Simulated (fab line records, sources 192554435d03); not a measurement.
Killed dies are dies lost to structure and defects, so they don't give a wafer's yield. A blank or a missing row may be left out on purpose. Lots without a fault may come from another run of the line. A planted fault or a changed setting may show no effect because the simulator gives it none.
Chamber matching | flow n5_finfet | N5_FIN_SAQP_STRIP_77 on rie_diel-05: 4 sister chambers
The step strips in N2/H2, time 90 s. 16 wafers are shown with their chamber, then 8 later ones without.

WAFERS WITH THEIR CHAMBER
wafer  | chamber | showerhead_plenum_p_Torr (Torr) | throttle_valve_pct (%) | oes_product_au (a.u.)
L079.1 | 0       | 3.40                            | 12.17                  | 0.83
L079.3 | 2       | 3.52                            | 12.02                  | 0.78
L079.5 | 1       | 3.43                            | 12.13                  | 0.90
L080.1 | 0       | 3.40                            | 12.17                  | 0.83
L080.2 | 1       | 3.43                            | 12.13                  | 0.90
L080.4 | 3       | 3.55                            | 11.90                  | 0.87
L087.3 | 0       | 3.39                            | 12.21                  | 0.81
L087.4 | 2       | 3.52                            | 12.09                  | 0.75
L087.5 | 2       | 3.52                            | 12.09                  | 0.76
L090.2 | 1       | 3.42                            | 12.19                  | 0.86
L090.5 | 0       | 3.39                            | 12.22                  | 0.82
L090.6 | 3       | 3.54                            | 11.93                  | 0.84
L091.1 | 1       | 3.42                            | 12.20                  | 0.86
L091.2 | 3       | 3.54                            | 11.96                  | 0.84
L091.6 | 3       | 3.54                            | 11.95                  | 0.84
L092.1 | 1       | 3.42                            | 12.20                  | 0.87

SIGNATURES (means of the wafers above)
reading                  | chamber 0 | chamber 1 | chamber 2 | chamber 3 | scatter within a chamber
showerhead_plenum_p_Torr | 3.3950    | 3.4240    | 3.5200    | 3.5425    | 0.00496
throttle_valve_pct       | 12.1925   | 12.1700   | 12.0667   | 11.9350   | 0.0327
oes_product_au           | 0.8225    | 0.8780    | 0.7633    | 0.8475    | 0.0161
Rule: a wafer's distance from a chamber is the root of the sum, over the readings, of the square of ((its reading less the chamber's mean) divided by the reading's scatter). The wafer belongs to the nearest chamber; if the next one is less than 2 further off, it can't be placed. The scatter: the root of (the sum of the squares of (reading less its chamber's mean) over the shown wafers, divided by (wafers less chambers)).

WAFERS WITHOUT THEIR CHAMBER
wafer  | showerhead_plenum_p_Torr (Torr) | throttle_valve_pct (%) | oes_product_au (a.u.)
L092.3 | 3.54                            | 11.94                  | 0.84
L092.4 | 3.51                            | 12.09                  | 0.75
L095.2 | 3.41                            | 12.23                  | 0.85
L095.3 | 3.38                            | 12.24                  | 0.80
L095.5 | 3.38                            | 12.24                  | 0.80
L097.1 | 3.38                            | 12.28                  | 0.79
L097.3 | 3.53                            | 11.95                  | 0.82
L097.5 | 3.38                            | 12.26                  | 0.78

WHICH CHAMBER EACH WENT THROUGH
wafer  | from the rows above     | in truth
L092.3 | 3                       | 3
L092.4 | 2                       | 2
L095.2 | can't be placed: 0 or 1 | 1
L095.3 | 0                       | 0
L095.5 | 0                       | 0
L097.1 | 0                       | 0
L097.3 | 3                       | 3
L097.5 | 0                       | 0
Placed correctly: 7 of 8. Can't be placed from these rows: 1 (the true chamber is among the candidates in 1). Placed wrongly: 0.
